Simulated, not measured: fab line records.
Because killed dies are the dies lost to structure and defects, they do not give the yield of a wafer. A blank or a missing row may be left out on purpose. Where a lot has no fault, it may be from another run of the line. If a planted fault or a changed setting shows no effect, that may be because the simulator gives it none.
Split-lot study	flow n5Finfet	7 lots, 21 wafers read, on a route of 1938 steps

## THE SPLIT
At N5_BEOL_M3_EXPOSE_25 (exposes mask V2, defocus 5 nm), the setting doseMj was moved away from the recipe's 63 on 9 of the 21 wafers read, by -7.5% to +7.3%. The other wafers ran this setting at the recipe's value.

## FROM THE SPLIT TO THE READING: what the file shows between them, 2 steps
- N5_BEOL_M3_PEB_26: peb time 60 s
- N5_BEOL_M3_DEVELOP_27: develop time 30 s

## THE READING
cdNm, in nm, at N5_BEOL_M3_CD_MEAS_28 (target cd 25.7 nm, target cd y 23.3 nm). On this fab line, fault-free wafers typically give 25.70 nm with a standard deviation of 0.22 nm.

wafer	tool, chamber at the split	doseMj as run	against the recipe	cdNm, nm	against lot-mates on the recipe
L074.1	euvScanner-02, 0	67.03	+6.4%	26.34	+0.58
L074.5	euvScanner-02, 0	67.03	+6.4%	26.47	+0.71
L074.6	euvScanner-02, 0	63	recipe	25.76	-
L076.4	euvScanner-02, 0	63	recipe	26.09	-
L076.5	euvScanner-02, 0	66.18	+5.0%	26.36	+0.62
L076.6	euvScanner-02, 0	63	recipe	25.38	-
L081.3	euvScanner-01, 0	63	recipe	25.64	-
L081.5	euvScanner-01, 0	63	recipe	25.97	-
L081.6	euvScanner-01, 0	58.29	-7.5%	24.69	-1.11
L086.1	euvScanner-01, 0	58.43	-7.3%	24.36	-1.37
L086.3	euvScanner-01, 0	58.43	-7.3%	24.74	-0.99
L086.6	euvScanner-01, 0	63	recipe	25.73	-
L089.1	euvScanner-01, 0	63	recipe	25.70	-
L089.2	euvScanner-01, 0	63	recipe	25.38	-
L089.4	euvScanner-01, 0	63	recipe	25.27	-
L090.1	euvScanner-01, 0	63	recipe	25.63	-
L090.3	euvScanner-01, 0	61.72	-2.0%	25.38	-0.25
L090.5	euvScanner-01, 0	61.72	-2.0%	25.47	-0.16
L091.2	euvScanner-01, 0	63	recipe	25.83	-
L091.4	euvScanner-01, 0	63	recipe	25.87	-
L091.5	euvScanner-01, 0	67.58	+7.3%	27.20	+1.35

THE FIT
A straight line over all 21 wafers: cdNm changes by +0.147 nm for each +1% of doseMj; r = +0.93; the points scatter about the line by 0.24 nm.
The same after taking each lot's own level away (the mean of its wafers on the recipe; 21 wafers): +0.144 nm for each +1%; r = +0.95; scatter 0.2 nm.
Per that fit: largest doseMj move, reading shift of 1.1 nm.
The lots' own levels span 25.450 to 25.850 nm, that is 1.8 times the standard deviation above.
Consequently the slope shifts little with the lot-to-lot level, the two slopes agreeing.
Check: for one of the wafers moved furthest among these (-7.5%), held out of the fit, the line's prediction against its lot-mates is -1.1 nm. Against them it came out at -1.11 nm.

## THESE WAFERS: OTHER SPLITS
These wafers also went through other splits before the reading. Each is held against what the fit with the lots' levels taken away leaves over:
other split on the same wafers	wafers away from the commonest value	r with cdNm (lot level and that fit taken away)
N5_MOL_CONTACT_COAG_CVD_140 targetThkA	4	-0.33
N5_BEOL_M0_SAQP_PECVD_96 timeS	2	-0.38
N5_BEOL_M0_ETCH_109 biasW	7	+0.11
N5_BEOL_M1_EXPOSE_08 doseMj	3	+0.19
N5_BEOL_M1_ETCH_64 sourceW	6	+0.06

## FILE'S OWN FIT
cdNm changes by +0.148 nm for each +1% of doseMj, r = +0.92.
